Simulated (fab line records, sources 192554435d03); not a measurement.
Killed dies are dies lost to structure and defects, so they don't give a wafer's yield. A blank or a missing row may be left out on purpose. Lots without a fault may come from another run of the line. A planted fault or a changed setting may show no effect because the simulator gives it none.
Chamber matching | flow n5_finfet | N5_BEOL_M0_SAQP_SPACER2_ETCHBACK_27 on rie_diel-03: 4 sister chambers
The step etches SiO2 in CHF3/O2, target depth 22.5 nm, time 11.25 s. 14 wafers are shown with their chamber, then 7 later ones without.

WAFERS WITH THEIR CHAMBER
wafer  | chamber | showerhead_plenum_p_Torr (Torr) | oes_product_au (a.u.) | drypump_motor_current_A (A)
L077.4 | 0       | 2.44                            | 0.92                  | 5.9
L077.5 | 1       | 2.30                            | 0.76                  | 5.6
L077.6 | 2       | 2.38                            | 0.70                  | 6.6
L078.2 | 1       | 2.30                            | 0.74                  | 5.6
L078.4 | 2       | 2.38                            | 0.69                  | 6.5
L078.5 | 0       | 2.44                            | 0.90                  | 5.8
L079.1 | 1       | 2.30                            | 0.75                  | 5.5
L079.2 | 3       | 2.31                            | 0.70                  | 5.5
L079.3 | 2       | 2.38                            | 0.69                  | 6.5
L081.2 | 2       | 2.38                            | 0.69                  | 6.5
L081.3 | 3       | 2.31                            | 0.70                  | 5.5
L081.5 | 2       | 2.38                            | 0.68                  | 6.5
L095.1 | 1       | 2.29                            | 0.73                  | 5.6
L095.4 | 1       | 2.29                            | 0.73                  | 5.6

SIGNATURES (means of the wafers above)
reading                  | chamber 0 | chamber 1 | chamber 2 | chamber 3 | scatter within a chamber
showerhead_plenum_p_Torr | 2.4400    | 2.2960    | 2.3800    | 2.3100    | 0.00346
oes_product_au           | 0.9100    | 0.7420    | 0.6900    | 0.7000    | 0.0104
drypump_motor_current_A  | 5.850     | 5.580     | 6.520     | 5.500     | 0.0458
Rule: a wafer's distance from a chamber is the root of the sum, over the readings, of the square of ((its reading less the chamber's mean) divided by the reading's scatter). The wafer belongs to the nearest chamber; if the next one is less than 2 further off, it can't be placed. The scatter: the root of (the sum of the squares of (reading less its chamber's mean) over the shown wafers, divided by (wafers less chambers)).

WAFERS WITHOUT THEIR CHAMBER
wafer  | showerhead_plenum_p_Torr (Torr) | oes_product_au (a.u.) | drypump_motor_current_A (A)
L095.6 | 2.37                            | 0.95                  | 6.5
L096.1 | 2.28                            | 0.72                  | 5.6
L096.4 | 2.43                            | 0.86                  | 5.9
L096.6 | 2.28                            | 0.72                  | 5.6
L097.2 | 2.37                            | 0.93                  | 6.6
L097.5 | 2.28                            | 0.72                  | 5.6
L097.6 | 2.37                            | 0.93                  | 6.5

WHICH CHAMBER EACH WENT THROUGH
wafer  | from the rows above     | in truth
L095.6 | can't be placed: 0 or 2 | 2
L096.1 | 1                       | 1
L096.4 | 0                       | 0
L096.6 | 1                       | 1
L097.2 | 2                       | 2
L097.5 | 1                       | 1
L097.6 | can't be placed: 2 or 0 | 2
Placed correctly: 5 of 7. Can't be placed from these rows: 2 (the true chamber is among the candidates in 2). Placed wrongly: 0.
